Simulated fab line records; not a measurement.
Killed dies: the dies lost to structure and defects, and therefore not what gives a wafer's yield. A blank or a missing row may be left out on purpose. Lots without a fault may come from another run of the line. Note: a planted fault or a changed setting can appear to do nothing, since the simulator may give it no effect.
Split-lot experiment / flow n5Finfet / on a route of 1938 steps: 7 lots, 39 wafers read

## THE SPLIT ITSELF
At N5_PASSIVATION_ETCH_59 (etches TaN in Cl2/BCl3, target depth 65 nm, time 34.9 s), the setting timeS was moved away from the recipe's 34.9 s on 15 of the 39 wafers read, by -56.4% to +36.0%. For the rest of the wafers, this setting stayed at what the recipe calls for.

The reading is taken at the split's own step.

## THE READING
etch.depthNm (the simulator's own value, which no gauge read), in nm, at N5_PASSIVATION_ETCH_59 (etches TaN in Cl2/BCl3, target depth 65 nm, time 34.9 s). The file gives no usual value for it. The 24 wafers here that ran the recipe average 67.40 nm, standard deviation 2.5 nm.

wafer=L074.1; tool, chamber at the split=rieMetal-02, 1; timeS as run, s=34.9; against the recipe=recipe; etch.depthNm, nm=69.66; against lot-mates on the recipe=-
wafer=L074.2; tool, chamber at the split=rieMetal-02, 0; timeS as run, s=34.9; against the recipe=recipe; etch.depthNm, nm=62.37; against lot-mates on the recipe=-
wafer=L074.3; tool, chamber at the split=rieMetal-02, 0; timeS as run, s=47.45; against the recipe=+36.0%; etch.depthNm, nm=84.11; against lot-mates on the recipe=+16.89
wafer=L074.4; tool, chamber at the split=rieMetal-02, 1; timeS as run, s=34.9; against the recipe=recipe; etch.depthNm, nm=69.62; against lot-mates on the recipe=-
wafer=L074.5; tool, chamber at the split=rieMetal-02, 1; timeS as run, s=47.45; against the recipe=+36.0%; etch.depthNm, nm=95.23; against lot-mates on the recipe=+28.01
wafer=L074.6; tool, chamber at the split=rieMetal-02, 0; timeS as run, s=47.45; against the recipe=+36.0%; etch.depthNm, nm=84.76; against lot-mates on the recipe=+17.54
wafer=L075.1; tool, chamber at the split=rieMetal-02, 1; timeS as run, s=34.9; against the recipe=recipe; etch.depthNm, nm=70.51; against lot-mates on the recipe=-
wafer=L075.2; tool, chamber at the split=rieMetal-02, 1; timeS as run, s=34.9; against the recipe=recipe; etch.depthNm, nm=70.02; against lot-mates on the recipe=-
wafer=L075.3; tool, chamber at the split=rieMetal-02, 1; timeS as run, s=25.58; against the recipe=-26.7%; etch.depthNm, nm=51.49; against lot-mates on the recipe=-18.99
wafer=L075.4; tool, chamber at the split=rieMetal-02, 1; timeS as run, s=25.58; against the recipe=-26.7%; etch.depthNm, nm=51.76; against lot-mates on the recipe=-18.72
wafer=L075.5; tool, chamber at the split=rieMetal-02, 1; timeS as run, s=25.58; against the recipe=-26.7%; etch.depthNm, nm=51.43; against lot-mates on the recipe=-19.05
wafer=L075.6; tool, chamber at the split=rieMetal-02, 1; timeS as run, s=34.9; against the recipe=recipe; etch.depthNm, nm=70.9; against lot-mates on the recipe=-
wafer=L080.1; tool, chamber at the split=rieMetal-01, 0; timeS as run, s=34.9; against the recipe=recipe; etch.depthNm, nm=64.14; against lot-mates on the recipe=-
wafer=L080.2; tool, chamber at the split=rieMetal-01, 1; timeS as run, s=34.9; against the recipe=recipe; etch.depthNm, nm=69.22; against lot-mates on the recipe=-
wafer=L080.3; tool, chamber at the split=rieMetal-01, 0; timeS as run, s=34.9; against the recipe=recipe; etch.depthNm, nm=64.19; against lot-mates on the recipe=-
wafer=L080.4; tool, chamber at the split=rieMetal-01, 1; timeS as run, s=34.9; against the recipe=recipe; etch.depthNm, nm=68.71; against lot-mates on the recipe=-
wafer=L080.5; tool, chamber at the split=rieMetal-01, 1; timeS as run, s=34.9; against the recipe=recipe; etch.depthNm, nm=69.3; against lot-mates on the recipe=-
wafer=L080.6; tool, chamber at the split=rieMetal-01, 0; timeS as run, s=34.9; against the recipe=recipe; etch.depthNm, nm=64.1; against lot-mates on the recipe=-
wafer=L086.1; tool, chamber at the split=rieMetal-01, 0; timeS as run, s=34.9; against the recipe=recipe; etch.depthNm, nm=63.2; against lot-mates on the recipe=-
wafer=L086.2; tool, chamber at the split=rieMetal-01, 1; timeS as run, s=34.9; against the recipe=recipe; etch.depthNm, nm=68.41; against lot-mates on the recipe=-
wafer=L086.3; tool, chamber at the split=rieMetal-01, 1; timeS as run, s=29.44; against the recipe=-15.6%; etch.depthNm, nm=57.19; against lot-mates on the recipe=-9.38
wafer=L086.4; tool, chamber at the split=rieMetal-01, 0; timeS as run, s=29.44; against the recipe=-15.6%; etch.depthNm, nm=53.66; against lot-mates on the recipe=-12.91
wafer=L086.5; tool, chamber at the split=rieMetal-01, 1; timeS as run, s=34.9; against the recipe=recipe; etch.depthNm, nm=68.09; against lot-mates on the recipe=-
wafer=L086.6; tool, chamber at the split=rieMetal-01, 0; timeS as run, s=29.44; against the recipe=-15.6%; etch.depthNm, nm=53; against lot-mates on the recipe=-13.57
wafer=L091.1; tool, chamber at the split=rieMetal-01, 1; timeS as run, s=34.9; against the recipe=recipe; etch.depthNm, nm=67.79; against lot-mates on the recipe=-
wafer=L091.2; tool, chamber at the split=rieMetal-01, 0; timeS as run, s=15.2; against the recipe=-56.4%; etch.depthNm, nm=27.31; against lot-mates on the recipe=-38.81
wafer=L091.3; tool, chamber at the split=rieMetal-01, 1; timeS as run, s=15.2; against the recipe=-56.4%; etch.depthNm, nm=29.67; against lot-mates on the recipe=-36.45
wafer=L091.4; tool, chamber at the split=rieMetal-01, 0; timeS as run, s=15.2; against the recipe=-56.4%; etch.depthNm, nm=27.23; against lot-mates on the recipe=-38.89
wafer=L091.5; tool, chamber at the split=rieMetal-01, 1; timeS as run, s=34.9; against the recipe=recipe; etch.depthNm, nm=67.73; against lot-mates on the recipe=-
wafer=L091.6; tool, chamber at the split=rieMetal-01, 0; timeS as run, s=34.9; against the recipe=recipe; etch.depthNm, nm=62.83; against lot-mates on the recipe=-
wafer=L095.1; tool, chamber at the split=rieMetal-03, 1; timeS as run, s=34.9; against the recipe=recipe; etch.depthNm, nm=67.5; against lot-mates on the recipe=-
wafer=L095.5; tool, chamber at the split=rieMetal-03, 1; timeS as run, s=34.9; against the recipe=recipe; etch.depthNm, nm=67.73; against lot-mates on the recipe=-
wafer=L095.6; tool, chamber at the split=rieMetal-03, 0; timeS as run, s=34.9; against the recipe=recipe; etch.depthNm, nm=67.54; against lot-mates on the recipe=-
wafer=L097.1; tool, chamber at the split=rieMetal-03, 1; timeS as run, s=34.9; against the recipe=recipe; etch.depthNm, nm=68.57; against lot-mates on the recipe=-
wafer=L097.2; tool, chamber at the split=rieMetal-03, 0; timeS as run, s=28.15; against the recipe=-19.3%; etch.depthNm, nm=54.96; against lot-mates on the recipe=-13.05
wafer=L097.3; tool, chamber at the split=rieMetal-03, 1; timeS as run, s=28.15; against the recipe=-19.3%; etch.depthNm, nm=55.17; against lot-mates on the recipe=-12.84
wafer=L097.4; tool, chamber at the split=rieMetal-03, 0; timeS as run, s=34.9; against the recipe=recipe; etch.depthNm, nm=67.34; against lot-mates on the recipe=-
wafer=L097.5; tool, chamber at the split=rieMetal-03, 0; timeS as run, s=28.15; against the recipe=-19.3%; etch.depthNm, nm=54.61; against lot-mates on the recipe=-13.40
wafer=L097.6; tool, chamber at the split=rieMetal-03, 1; timeS as run, s=34.9; against the recipe=recipe; etch.depthNm, nm=68.12; against lot-mates on the recipe=-

FIT RESULTS
A straight line over all 39 wafers: etch.depthNm changes by +0.652 nm for each +1% of timeS; r = +0.98; the points scatter about the line by 2.8 nm.
The same after taking each lot's own level away (the mean of its wafers on the recipe; 39 wafers): +0.653 nm for each +1%; r = +0.98; scatter 2.5 nm.
Per that fit: largest timeS move, reading shift of 37 nm.
Across the lots, their own levels run from 66.117 to 70.477 nm, a range of 1.8 times the standard deviation given above.
Consequently the slope shifts little with the lot-to-lot level, the two slopes agreeing.
Check: for one of the wafers moved furthest among these (-56.4%), held out of the fit, the line's prediction against its lot-mates is -37.1 nm. It came out at -38.8 nm against them.

## ADDITIONAL SPLITS CARRIED BY THESE WAFERS
Other splits were also applied to these wafers ahead of the reading. Each is held against what the fit with the lots' levels taken away leaves over:
other split on the same wafers=N5_BEOL_M12_ILD_DEP_00 timeS; wafers away from the commonest value=12; r with etch.depthNm (lot level and that fit taken away)=-0.19
other split on the same wafers=N5_BEOL_M13_SPUTTER_44 targetThkA; wafers away from the commonest value=18; r with etch.depthNm (lot level and that fit taken away)=-0.11
other split on the same wafers=N5_BEOL_M15_SPUTTER_44 timeS; wafers away from the commonest value=15; r with etch.depthNm (lot level and that fit taken away)=+0.00

## FILE'S OWN FIT
etch.depthNm changes by +0.661 nm for each +1% of timeS, r = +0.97.
